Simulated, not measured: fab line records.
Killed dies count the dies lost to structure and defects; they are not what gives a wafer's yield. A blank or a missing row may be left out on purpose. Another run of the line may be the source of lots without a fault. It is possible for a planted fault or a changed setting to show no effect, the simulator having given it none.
fab line records / flow n5_finfet
[record] lots = 4 wafers = 12 last_day = 15
route steps=1938 shown SD_EPI_P@309 SD_ACTIVATION@330 ILD0@335 SDB@347 BEOL_M4@1111 PASSIVATION@1936
lots that met no fault: from a run of the same line without faults
start_h: the number of hours between the record's first day and the start of the first shown wafer of the lot / wait_h: hours since the lot's step before / " unchanged from the row above / L1.1+2: several wafers, shown together as one row / - no value present, or no start provided / * or withheld: withheld / < > ~ a bound
route shown NAME@n: NAME is a module with steps in the file, n the number in the route of the first one / usual: mean/standard deviation of fault-free wafers / same: alike in all rows / chamber/n: place in a boat / sites: the reading at each site / _std_site: standard deviation across them / _edge_site: outer sites' mean less inner sites' / radius_mm: for every site, how far away it sits from the centre of the wafer / mask NAME#n: copy n / behind: the last tool/chamber to shape the wafer / hold: the reason the lot was held/the length of the hold in hours/how it ended / device: transistor that didn't switch, given as n, p or np / end of line: the same wafers' tests at the end of the route / step lacking rows: just its recipe / killed: dies that structure and defects cost at the first sort, which is not the same as the wafer's yield / map: shows each die of a wafer: x if killed, . if not, _ if none is there
set.NAME: the setting as run; set.NAME@STEP: as run at that earlier step / model.NAME: the simulator's own value behind a step, which no gauge read
certain route steps with their lots: each step a table, each wafer a row
[[steps]]
[step N5_SD_EPI_P_STRIP_38]
[recipe] chemistry = N2/H2 temp_c = 40 n2_flow_sccm = 200 h2_flow_sccm = 200 rf_frequency_hz = 6e+07
[step N5_SD_EPI_P_ETCHBACK_46]
[recipe] chemistry = CH3F/O2 mode = anisotropic_etchback target = SiNx target_depth_a = 175 stop_on = SiO2 over_etch_frac = 0.3 ion_energy_ev = 120 pressure_mtorr = 30 source_w = 395 bias_w = 73 Ar_flow_sccm = 150 CH3F_flow_sccm = 30 O2_flow_sccm = 20
[step N5_SD_EPI_P_ETCH_47]
[recipe] chemistry = CH3F/O2 target = SiOCN target_depth_a = 250 mask_material = SOC ion_energy_ev = 60 bias_w = 29 pressure_mtorr = 30 source_w = 410 Ar_flow_sccm = 150 CH3F_flow_sccm = 30 O2_flow_sccm = 20
[step N5_SD_EPI_P_ETCH_16]
[recipe] chemistry = CHF3/O2 target = SiO2 target_depth_a = 50 mask_material = SOC pressure_mtorr = 30 source_w = 650 bias_w = 170 Ar_flow_sccm = 200 CHF3_flow_sccm = 50 O2_flow_sccm = 5 ion_energy_ev = 200
[step N5_SD_EPI_P_STRIP_50]
[recipe] chemistry = CHF3/O2 resist = SiARC rf_frequency_hz = 6e+07
[step N5_SD_EPI_P_SD_RECESS_17]
[recipe] chemistry = HBr/Cl2/O2 target_depth_a = 391 bt_time_s = 3 pressure_mtorr = 10 icp_w = 800 bias_w = 112 HBr_flow_sccm = 150 Cl2_flow_sccm = 80 O2_flow_sccm = 12
[step N5_SD_EPI_P_WET_ETCH_45]
[recipe] chemistry = dHF dilution = withheld time_s = 10.7 target = SiO2 target_depth_a = 20 temp_c = 25 dry = ipa_marangoni rinse_time_s = 30 rinse_temp_c = 23
[step N5_SD_EPI_P_STRIP_40]
[recipe] chemistry = N2/H2 power_w = 1000 temp_c = 250 h2_frac = 0.65 overash_fraction = 0.3 pressure_mtorr = withheld n2_flow_sccm = 1750 h2_flow_sccm = 3250
[step N5_SD_EPI_P_PRECLEAN_52]
[recipe] chemistry = O3/DIW time_s = 60 temp_c = 22 o3_ppm = 10
[step N5_SD_EPI_P_SRD_20]
[recipe] dry = ipa_marangoni do_ppb = 5 time_s = 30 temp_c = 23 rinse_liquid = diw
[step N5_SD_EPI_P_PRECLEAN_51]
[recipe] chemistry = NF3:NH3 afs_cycles = 1 temp_c = 30 time_s = 20 sublimation_temp_c = 180 sublimation_time_s = 60 pressure_torr = 3 rf_power_w = 30
[step N5_SD_EPI_P_VAPOR_ETCH_44]
[recipe] chemistry = NF3/Ar target = SiGe30 temp_c = 25 time_s = 3.3 mode = isotropic
[step N5_SD_EPI_P_EPI_21]
[recipe] material = SiGe:B dopant = B temp_c = 550 pressure_torr = 20 ambient = H2 time_s = 355
lot.wafer=L130.1+3+4 tool=epi_rpcvd-04 chamber=0 start_h=117.94 wait_h=0.1
lot.wafer=L131.1+5+6 tool=epi_rpcvd-04 chamber=0 start_h=122.97 wait_h=0.1
lot.wafer=L132.2+5+6 tool=epi_rpcvd-04 chamber=0 start_h=134.43 wait_h=0.5
lot.wafer=L133.1+2+3 tool=epi_rpcvd-03 chamber=0 start_h=134.82 wait_h=0.1
[step N5_SD_EPI_P_HM_STRIP_48]
[recipe] chemistry = H3PO4 temp_c = 160 material = SiNx target = SiNx target_depth_a = 30 overetch_fraction = 0.3
[step N5_SD_EPI_P_SRD_49]
[recipe] dry = ipa_marangoni time_s = 30 temp_c = 23 rinse_liquid = diw
[step N5_SD_EPI_P_PRECLEAN_24]
[recipe] chemistry = O3/DIW time_s = 45 temp_c = 22 o3_ppm = 10
[step N5_SD_EPI_P_PRECLEAN_32]
[recipe] chemistry = dHF time_s = 10 dilution = 500:1 temp_c = 25
[step N5_SD_EPI_P_PRECLEAN_33]
[recipe] chemistry = SC2 time_s = 45 temp_c = 35 mix = 1:1:50
[step N5_SD_EPI_P_SRD_25]
[recipe] time_s = 30 temp_c = 23 rinse_liquid = diw dry = ipa_marangoni
[step N5_SD_ACTIVATION_RTA_00]
[recipe] temp_c = 975 time_s = 0 ambient = N2 idle_temp_c = 600 ramp_up_c_per_s = 150 ramp_down_c_per_s = 60 cool_to_c = 600
[step N5_SD_ACTIVATION_LSA_01]
[recipe] temp_c = 1080 time_s = 0.0008 ambient = N2
[step N5_SD_ACTIVATION_RS_MEAS_03]
[recipe] thk_meas_gauge = four-point-probe
[usual] RS_SD_N = 21.96/0.28 RS_SD_P = 56.1/0.95
lot.wafer=L130.1 tool=film_metro-02 chamber=- start_h=120.76 wait_h=0.2 RS_SD_N[ohm/sq]=21.93 RS_SD_P[ohm/sq]=56.3
lot.wafer=L130.3 tool=film_metro-02 chamber=- start_h=120.76 wait_h=0.2 RS_SD_N[ohm/sq]=22.18 RS_SD_P[ohm/sq]=56.5
lot.wafer=L130.4 tool=film_metro-02 chamber=- start_h=120.76 wait_h=0.2 RS_SD_N[ohm/sq]=22.11 RS_SD_P[ohm/sq]=55.8
lot.wafer=L131.1 tool=film_metro-02 chamber=- start_h=125.79 wait_h=0.2 RS_SD_N[ohm/sq]=21.51 RS_SD_P[ohm/sq]=127.3
lot.wafer=L131.5 tool=film_metro-02 chamber=- start_h=125.79 wait_h=0.2 RS_SD_N[ohm/sq]=21.99 RS_SD_P[ohm/sq]=127.9
lot.wafer=L131.6 tool=film_metro-02 chamber=- start_h=125.79 wait_h=0.2 RS_SD_N[ohm/sq]=21.58 RS_SD_P[ohm/sq]=129.7
lot.wafer=L132.2 tool=film_metro-01 chamber=- start_h=136.91 wait_h=0.2 RS_SD_N[ohm/sq]=21.84 RS_SD_P[ohm/sq]=117.8
lot.wafer=L132.5 tool=film_metro-01 chamber=- start_h=136.91 wait_h=0.2 RS_SD_N[ohm/sq]=22.11 RS_SD_P[ohm/sq]=117.5
lot.wafer=L132.6 tool=film_metro-01 chamber=- start_h=136.91 wait_h=0.2 RS_SD_N[ohm/sq]=21.81 RS_SD_P[ohm/sq]=118.5
lot.wafer=L133.1 tool=film_metro-02 chamber=- start_h=137.65 wait_h=0.2 RS_SD_N[ohm/sq]=21.86 RS_SD_P[ohm/sq]=56.0
lot.wafer=L133.2 tool=film_metro-02 chamber=- start_h=137.65 wait_h=0.2 RS_SD_N[ohm/sq]=21.89 RS_SD_P[ohm/sq]=55.4
lot.wafer=L133.3 tool=film_metro-02 chamber=- start_h=137.65 wait_h=0.2 RS_SD_N[ohm/sq]=21.64 RS_SD_P[ohm/sq]=55.0
[step N5_ILD0_LINER_00]
[recipe] material = SiNx target_thk_a = 40 temp_c = 400 ald_precursor_family = SiH2I2 ald_co_reactant = N2/H2-plasma pulse_time_s = 1 purge_time_s = 2 co_reactant_purge_time_s = 2 ald_cycles = 80 pressure_torr = 2
[step N5_ILD0_FCVD_FILL_01]
[recipe] material = SiO2_flowable target_thk_a = 2000 temp_c = 100 pressure_torr = 0.8 rf_w = 2000 time_s = 328.3
[step N5_ILD0_CURE_02]
[recipe] temp_c = 450 time_s = 1800 ambient = steam idle_temp_c = 400 ramp_up_c_per_min = 5 ramp_down_c_per_min = 3 densification_p_h2o_torr = 640
[step N5_ILD0_CMP_03]
[recipe] stop_on = SiNx t_overpolish_s = 1.9 post_cmp_clean = alkaline_brush down_force_psi = 4.1491 platen_rpm = 51.796 pad_velocity_m_s = 1.0306 target_thk_nm = 197.38
[step N5_ILD0_CMP_07]
[recipe] stop_on = poly-Si material = SiO2_flowable t_overpolish_s = 1.18 post_cmp_clean = alkaline_brush down_force_psi = 4.1491 platen_rpm = 51.796 pad_velocity_m_s = 1.0306 target_thk_nm = 138.88
[step N5_ILD0_PRECLEAN_10]
[recipe] chemistry = NF3:NH3 afs_cycles = 5 time_s = 20 temp_c = 30 sublimation_temp_c = 180 sublimation_time_s = 60 pressure_torr = 3 rf_power_w = 30
[step N5_ILD0_ALD_15]
[recipe] material = SiNx target_thk_a = 240 temp_c = 400 ald_precursor_family = SiH2I2 ald_co_reactant = N2/H2-plasma pulse_time_s = 1 ald_cycles = 480 purge_time_s = 2 co_reactant_purge_time_s = 2 pressure_torr = 2
[step N5_ILD0_CMP_12]
[recipe] stop_on = poly-Si material = SiNx t_overpolish_s = 6 post_cmp_clean = alkaline_brush down_force_psi = 2.5 platen_rpm = 51.8 pad_velocity_m_s = 1.0307 target_thk_nm = 17.67
[step N5_SDB_HM_DEP_00]
[recipe] material = SiNx target_thk_a = 400 temp_c = 400 precursor = SiH4/NH3/N2 pressure_torr = 1.5 rf_w = 300 time_s = 35.3
[step N5_SDB_COAT_03]
[recipe] resist = SOC temp_c = 250 time_s = 60 spin_rpm = 1500 resist_thk_nm = 100
[step N5_SDB_COAT_04]
[recipe] resist = SiARC temp_c = 220 time_s = 60 spin_rpm = 1500 resist_thk_nm = 18
[step N5_SDB_COAT_05]
[recipe] resist = CAR-ArF spin_rpm = 1500 resist_thk_nm = 90
[step N5_BEOL_M4_RC_MEAS_101]
[usual] DIBL_N = 35.9/1.9 DIBL_P = 35.8/2.4 IOFF_N = 0.15/0.031 IOFF_P = 0.21/0.037 ION_N = 672/13 ION_P = 462/8.3 RC_DENSE_P = 23.5/0.57 RC_P = 19.2/0.45 REXT_P = 100.6/1.7 RS_SD_P = 66.0/1.1 SS_N = 71.5/0.72 SS_P = 73.2/0.67 VT_N = 250/3.4 VT_P = -250/3.4
lot.wafer=L130.1 tool=prober-01 chamber=0 start_h=225.61 wait_h=0.0 DIBL_N[mV/V]=34.0 DIBL_P[mV/V]=34.9 IOFF_N[nA/um]=0.12 IOFF_P[nA/um]=0.18 ION_N[uA/um]=662 ION_P[uA/um]=458 RC_DENSE_P[ohm.um]=23.6 RC_P[ohm.um]=19.3 REXT_P[ohm.um]=101.1 RS_SD_P[ohm/sq]=66.3 SS_N[mV/dec]=70.9 SS_P[mV/dec]=72.8 VT_N[mV]=252 VT_P[mV]=-252
lot.wafer=L130.3 tool=prober-01 chamber=0 start_h=225.61 wait_h=0.0 DIBL_N[mV/V]=35.9 DIBL_P[mV/V]=34.7 IOFF_N[nA/um]=0.14 IOFF_P[nA/um]=0.17 ION_N[uA/um]=649 ION_P[uA/um]=443 RC_DENSE_P[ohm.um]=23.4 RC_P[ohm.um]=19.0 REXT_P[ohm.um]=103.8 RS_SD_P[ohm/sq]=66.5 SS_N[mV/dec]=72.2 SS_P[mV/dec]=73.1 VT_N[mV]=252 VT_P[mV]=-254
lot.wafer=L130.4 tool=prober-01 chamber=0 start_h=225.61 wait_h=0.0 DIBL_N[mV/V]=37.3 DIBL_P[mV/V]=38.4 IOFF_N[nA/um]=0.19 IOFF_P[nA/um]=0.23 ION_N[uA/um]=693 ION_P[uA/um]=468 RC_DENSE_P[ohm.um]=22.9 RC_P[ohm.um]=18.7 REXT_P[ohm.um]=101.0 RS_SD_P[ohm/sq]=66.4 SS_N[mV/dec]=71.4 SS_P[mV/dec]=73.0 VT_N[mV]=244 VT_P[mV]=-248
lot.wafer=L131.1 tool=prober-02 chamber=0 start_h=244.44 wait_h=0.0 DIBL_N[mV/V]=39.9 DIBL_P[mV/V]=34.1 IOFF_N[nA/um]=0.24 IOFF_P[nA/um]=0.17 ION_N[uA/um]=703 ION_P[uA/um]=420 RC_DENSE_P[ohm.um]=42.7 RC_P[ohm.um]=34.6 REXT_P[ohm.um]=187.0 RS_SD_P[ohm/sq]=141.3 SS_N[mV/dec]=72.9 SS_P[mV/dec]=73.1 VT_N[mV]=241 VT_P[mV]=-253
lot.wafer=L131.5 tool=prober-02 chamber=0 start_h=244.44 wait_h=0.0 DIBL_N[mV/V]=36.8 DIBL_P[mV/V]=30.2 IOFF_N[nA/um]=0.16 IOFF_P[nA/um]=0.12 ION_N[uA/um]=683 ION_P[uA/um]=412 RC_DENSE_P[ohm.um]=42.5 RC_P[ohm.um]=34.7 REXT_P[ohm.um]=186.9 RS_SD_P[ohm/sq]=141.2 SS_N[mV/dec]=71.4 SS_P[mV/dec]=71.3 VT_N[mV]=248 VT_P[mV]=-255
lot.wafer=L131.6 tool=prober-02 chamber=0 start_h=244.44 wait_h=0.0 DIBL_N[mV/V]=36.5 DIBL_P[mV/V]=29.8 IOFF_N[nA/um]=0.15 IOFF_P[nA/um]=0.12 ION_N[uA/um]=665 ION_P[uA/um]=403 RC_DENSE_P[ohm.um]=42.2 RC_P[ohm.um]=34.2 REXT_P[ohm.um]=190.9 RS_SD_P[ohm/sq]=144.5 SS_N[mV/dec]=71.7 SS_P[mV/dec]=72.0 VT_N[mV]=247 VT_P[mV]=-258
lot.wafer=L133.1 tool=prober-01 chamber=0 start_h=244.71 wait_h=0.0 DIBL_N[mV/V]=34.5 DIBL_P[mV/V]=33.8 IOFF_N[nA/um]=0.13 IOFF_P[nA/um]=0.18 ION_N[uA/um]=654 ION_P[uA/um]=449 RC_DENSE_P[ohm.um]=23.1 RC_P[ohm.um]=19.0 REXT_P[ohm.um]=100.4 RS_SD_P[ohm/sq]=65.7 SS_N[mV/dec]=71.2 SS_P[mV/dec]=72.0 VT_N[mV]=254 VT_P[mV]=-251
lot.wafer=L133.2 tool=prober-01 chamber=0 start_h=244.71 wait_h=0.0 DIBL_N[mV/V]=32.3 DIBL_P[mV/V]=32.7 IOFF_N[nA/um]=0.11 IOFF_P[nA/um]=0.17 ION_N[uA/um]=660 ION_P[uA/um]=460 RC_DENSE_P[ohm.um]=24.0 RC_P[ohm.um]=19.6 REXT_P[ohm.um]=101.0 RS_SD_P[ohm/sq]=65.2 SS_N[mV/dec]=70.3 SS_P[mV/dec]=72.0 VT_N[mV]=251 VT_P[mV]=-250
lot.wafer=L133.3 tool=prober-01 chamber=0 start_h=244.71 wait_h=0.0 DIBL_N[mV/V]=33.7 DIBL_P[mV/V]=35.3 IOFF_N[nA/um]=0.13 IOFF_P[nA/um]=0.20 ION_N[uA/um]=675 ION_P[uA/um]=468 RC_DENSE_P[ohm.um]=24.0 RC_P[ohm.um]=19.5 REXT_P[ohm.um]=101.1 RS_SD_P[ohm/sq]=64.6 SS_N[mV/dec]=71.3 SS_P[mV/dec]=72.5 VT_N[mV]=248 VT_P[mV]=-248
lot.wafer=L132.2 tool=prober-01 chamber=0 start_h=253.21 wait_h=0.2 DIBL_N[mV/V]=36.7 DIBL_P[mV/V]=31.2 IOFF_N[nA/um]=0.17 IOFF_P[nA/um]=0.14 ION_N[uA/um]=680 ION_P[uA/um]=416 RC_DENSE_P[ohm.um]=41.3 RC_P[ohm.um]=33.2 REXT_P[ohm.um]=178.0 RS_SD_P[ohm/sq]=130.8 SS_N[mV/dec]=72.0 SS_P[mV/dec]=72.3 VT_N[mV]=249 VT_P[mV]=-254
lot.wafer=L132.5 tool=prober-01 chamber=0 start_h=253.21 wait_h=0.2 DIBL_N[mV/V]=36.3 DIBL_P[mV/V]=29.5 IOFF_N[nA/um]=0.16 IOFF_P[nA/um]=0.12 ION_N[uA/um]=688 ION_P[uA/um]=414 RC_DENSE_P[ohm.um]=42.1 RC_P[ohm.um]=34.5 REXT_P[ohm.um]=179.1 RS_SD_P[ohm/sq]=130.9 SS_N[mV/dec]=72.1 SS_P[mV/dec]=71.7 VT_N[mV]=248 VT_P[mV]=-258
lot.wafer=L132.6 tool=prober-01 chamber=0 start_h=253.21 wait_h=0.2 DIBL_N[mV/V]=34.6 DIBL_P[mV/V]=28.2 IOFF_N[nA/um]=0.13 IOFF_P[nA/um]=0.12 ION_N[uA/um]=669 ION_P[uA/um]=409 RC_DENSE_P[ohm.um]=41.5 RC_P[ohm.um]=33.9 REXT_P[ohm.um]=178.1 RS_SD_P[ohm/sq]=133.7 SS_N[mV/dec]=70.4 SS_P[mV/dec]=72.1 VT_N[mV]=251 VT_P[mV]=-255
[step N5_PASSIVATION_PROBE_49]
[usual] defect_limited_yield = 91.6/1.2 killed_at_M0_to_M3 = 33/9.4 killed_at_M4_up = 13/5.2 killed_at_contacts = 13/5.6 killed_at_front_end = 37/9.5 killed_at_other = 4/3.1 killed_dies = 99/15 killed_on_rim = 13/3.6 killed_open = 65/11 killed_short = 32/7.5 sort_bin_5_function = 4.9/0.77 sort_bin_6_memory = 3.1/0.65 sort_bin_8_speed = 0.01/0.056 sort_n_pass = 1081/15 sort_yield_pct = 91.6/1.2
[same] gross_dies = 1180 killed_at_back_side = 0 sort_bin_4_leakage[%] = 0
lot.wafer=L131.1 tool=prober-02 chamber=- start_h=350.93 wait_h=0.0 defect_limited_yield[%]=89.7 killed_at_M0_to_M3=46 killed_at_M4_up=12 killed_at_contacts=31 killed_at_front_end=27 killed_at_other=6 killed_dies=122 killed_on_rim=21 killed_open=76 killed_short=41 sort_bin_5_function[%]=5.8 sort_bin_6_memory[%]=3.8 sort_bin_8_speed[%]=83.39 sort_n_pass=74 sort_yield_pct[%]=6.3
lot.wafer=L131.5 tool=prober-02 chamber=- start_h=351.13 wait_h=0.2 defect_limited_yield[%]=92.3 killed_at_M0_to_M3=17 killed_at_M4_up=12 killed_at_contacts=22 killed_at_front_end=40 killed_at_other=0 killed_dies=91 killed_on_rim=14 killed_open=67 killed_short=19 sort_bin_5_function[%]=4.5 sort_bin_6_memory[%]=2.8 sort_bin_8_speed[%]=92.03 sort_n_pass=3 sort_yield_pct[%]=0.3
lot.wafer=L131.6 tool=prober-02 chamber=- start_h=351.18 wait_h=0.3 defect_limited_yield[%]=89.9 killed_at_M0_to_M3=36 killed_at_M4_up=11 killed_at_contacts=25 killed_at_front_end=45 killed_at_other=2 killed_dies=119 killed_on_rim=15 killed_open=80 killed_short=38 sort_bin_5_function[%]=6.2 sort_bin_6_memory[%]=3.7 sort_bin_8_speed[%]=89.92 sort_n_pass=0 sort_yield_pct[%]=0
lot.wafer=L132.2 tool=prober-01 chamber=- start_h=368.25 wait_h=0.1 defect_limited_yield[%]=89.1 killed_at_M0_to_M3=42 killed_at_M4_up=13 killed_at_contacts=10 killed_at_front_end=58 killed_at_other=6 killed_dies=129 killed_on_rim=18 killed_open=87 killed_short=42 sort_bin_5_function[%]=6.4 sort_bin_6_memory[%]=4.2 sort_bin_8_speed[%]=87.12 sort_n_pass=23 sort_yield_pct[%]=1.9
lot.wafer=L132.5 tool=prober-01 chamber=- start_h=368.40 wait_h=0.2 defect_limited_yield[%]=92.8 killed_at_M0_to_M3=32 killed_at_M4_up=6 killed_at_contacts=16 killed_at_front_end=29 killed_at_other=2 killed_dies=85 killed_on_rim=14 killed_open=59 killed_short=25 sort_bin_5_function[%]=4.2 sort_bin_6_memory[%]=2.7 sort_bin_8_speed[%]=92.63 sort_n_pass=2 sort_yield_pct[%]=0.2
lot.wafer=L132.6 tool=prober-01 chamber=- start_h=368.45 wait_h=0.3 defect_limited_yield[%]=88.5 killed_at_M0_to_M3=54 killed_at_M4_up=19 killed_at_contacts=19 killed_at_front_end=43 killed_at_other=1 killed_dies=136 killed_on_rim=14 killed_open=106 killed_short=30 sort_bin_5_function[%]=6.5 sort_bin_6_memory[%]=4.6 sort_bin_8_speed[%]=88.14 sort_n_pass=4 sort_yield_pct[%]=0.3
// killed by level:class
L131.1 MOL_CONTACT_COAG:geometric_particle:open=23 BEOL_M0_SAQP:geometric_particle:open=14 BEOL_M0_SAQP:geometric_particle:short=13 MOL_CONTACT_COAG:geometric_particle:short=8 BEOL_M0:geometric_particle:open=6 FIN_SAQP:geometric_particle:short=5 BEOL_M1:geometric_particle:open=5 HKMG_FIN:area_etch=5
L131.5 MOL_CONTACT_COAG:geometric_particle:open=17 FIN_SAQP:geometric_particle:open=11 DUMMY_GATE:geometric_particle:open=7 MOL_CONTACT_COAG:geometric_particle:short=5 BEOL_M0:geometric_particle:open=5 BEOL_M1:geometric_particle:open=5 FIN_SAQP:geometric_particle:short=4 BEOL_M5:geometric_particle:open=4
L131.6 MOL_CONTACT_COAG:geometric_particle:open=21 FIN_SAQP:geometric_particle:short=12 STI_FIN_REVEAL:geometric_particle:open=10 BEOL_M0_SAQP:geometric_particle:open=8 FIN_SAQP:geometric_particle:open=6 BEOL_M4:geometric_particle:open=6 BEOL_M1:geometric_particle:open=6 BEOL_M3:geometric_particle:open=6
L132.2 STI_FIN_REVEAL:geometric_particle:open=18 BEOL_M0_SAQP:geometric_particle:open=17 FIN_SAQP:geometric_particle:short=10 BEOL_M0_SAQP:geometric_particle:short=9 MOL_CONTACT_COAG:geometric_particle:open=8 FIN_SAQP:geometric_particle:open=7 BEOL_M4:geometric_particle:open=6 GATE_CUT:geometric_particle:short=5
L132.5 STI_FIN_REVEAL:geometric_particle:open=15 MOL_CONTACT_COAG:geometric_particle:open=14 BEOL_M0_SAQP:geometric_particle:short=10 BEOL_M2:geometric_particle:open=8 BEOL_M0_SAQP:geometric_particle:open=7 FIN_SAQP:geometric_particle:short=4 BEOL_M1:geometric_particle:open=4 STI_FIN_REVEAL:geometric_particle:short=2
L132.6 BEOL_M0_SAQP:geometric_particle:open=18 STI_FIN_REVEAL:geometric_particle:open=16 MOL_CONTACT_COAG:geometric_particle:open=15 FIN_SAQP:geometric_particle:open=11 BEOL_M2:geometric_particle:open=10 BEOL_M0_SAQP:geometric_particle:short=10 STARTING-WAFER:geometric_particle:open=6 BEOL_M1:geometric_particle:open=5
// map L131.1 (x killed, . not)
_________________..x.........________________
______________......x..........._____________
___________.............x.......x..__________
__________.............x............_________
________........x...............x...x._______
_______.x.........x..........x..x.x.xxx______
______..........................x......._____
_____x............x.........x....x.......____
____.x..........x...x......x..x........x..___
___..x....x............x..............x....__
___....x.x..........x.xx....x..............__
__...............x....x.......x............._
__........x..x....x....x...................._
_..x..............xx..x......x.....x...x.....
_........x........x...............x..........
_.........x...x.....x........x...............
_.......x....x...xx....x...x................x
_...xx.............................x......xx.
_...x.............x............xx............
_............................x.......x.......
_............................x...x.........x.
__.............xx...............x..........._
__.............x..x.......x................._
___x....x...............x......x.x...x.....__
___.........x..x.....x.....x.x..x..x.......__
____.......x..............................___
_____..........x..x..x..........x........____
______.................x...x............_____
_______.x......................x.......______
________..x...x...................xx.._______
__________.xx.............x.......x._________
___________.xx..........x...x......__________
______________...x..........x..._____________
_________________.......x....________________
// map L132.6 (x killed, . not)
_________________.....x......________________
______________.........x.x.x...._____________
___________....xx..x....x..........__________
__________.......x..........xx......_________
________.................x....x......._______
_______...x.....x....x..........x......______
______.x...x...................x........_____
_____.xx.x...................x...x..x....____
____...x...x...x.xx...x....x......x....x..___
___.x...................x....x.............__
___......x..........x............x.........__
__......x.....x.......x.............xx......_
__x.....x......................xx......xx..._
_........xx....x.............................
_............x.........x..x.............x....
_..x....x.....x...............x.....x.....x..
_...................x.x............x....x....
_.x....x..................x....x......x...x..
_......xx...xx.................x.............
_................x......x......x.............
_..x....x............x......x...........x....
__....x....................................._
__............xx..x....................xx..._
___x......x.x..xx..............x........x..__
___.x.......x.................xx...........__
____..x........................xxxx.......___
_____.x..x....x.xx.......................____
______....xx....x.x.........x..x.x....x._____
_______...x........x..................x______
________.........x...................._______
__________......x..........x........_________
___________...x.................x..__________
______________.......x..x..x...._____________
_________________......xx....________________
[[key]]
[first_sign] step = N5_SD_ACTIVATION_RS_MEAS_03 reading = RS_SD_P direction = up sigmas = 71 usual = 56.1 struck = 123.1
[effect] step = N5_BEOL_M4_RC_MEAS_101 reading = RS_SD_P direction = up sigmas = 65 usual = 66.0 struck = 137.1
[effect] step = N5_BEOL_M4_RC_MEAS_101 reading = REXT_P direction = up sigmas = 48 usual = 100.6 struck = 183.3
[effect] step = N5_BEOL_M4_RC_MEAS_101 reading = RC_P direction = up sigmas = 33 usual = 19.2 struck = 34.2
[effect] step = N5_BEOL_M4_RC_MEAS_101 reading = RC_DENSE_P direction = up sigmas = 32 usual = 23.5 struck = 42.0
[effect] step = N5_BEOL_M4_RC_MEAS_101 reading = ION_P direction = down sigmas = 6 usual = 462 struck = 412
[effect] step = N5_BEOL_M4_RC_MEAS_101 reading = DIBL_P direction = down sigmas = 2.2 usual = 35.8 struck = 30.5
[effect] step = N5_BEOL_M4_RC_MEAS_101 reading = IOFF_P direction = down sigmas = 2 usual = 0.21 struck = 0.13
[effect] step = N5_BEOL_M4_RC_MEAS_101 reading = SS_P direction = down sigmas = 1.6 usual = 73.2 struck = 72.1
[effect] step = N5_BEOL_M4_RC_MEAS_101 reading = VT_P direction = down sigmas = 1.5 usual = -250 struck = -255
[effect] step = N5_PASSIVATION_PROBE_49 reading = sort_bin_8_speed direction = up sigmas = 99+ usual = 0.01 struck = 88.87
met_at N5_SD_EPI_P_EPI_21
struck_wafers L131.1,L131.5,L131.6,L132.2,L132.5,L132.6
onset_between 117.94 122.97
[fault] kind = process_parameter_drift tool = epi_rpcvd-04 chamber = - onset_h = 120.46 steps = N5_SD_EPI_P_EPI_21 channel = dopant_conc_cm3 offset = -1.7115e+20 shape = step end_h = 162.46 acts_in = these_recipes_only stated = 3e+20
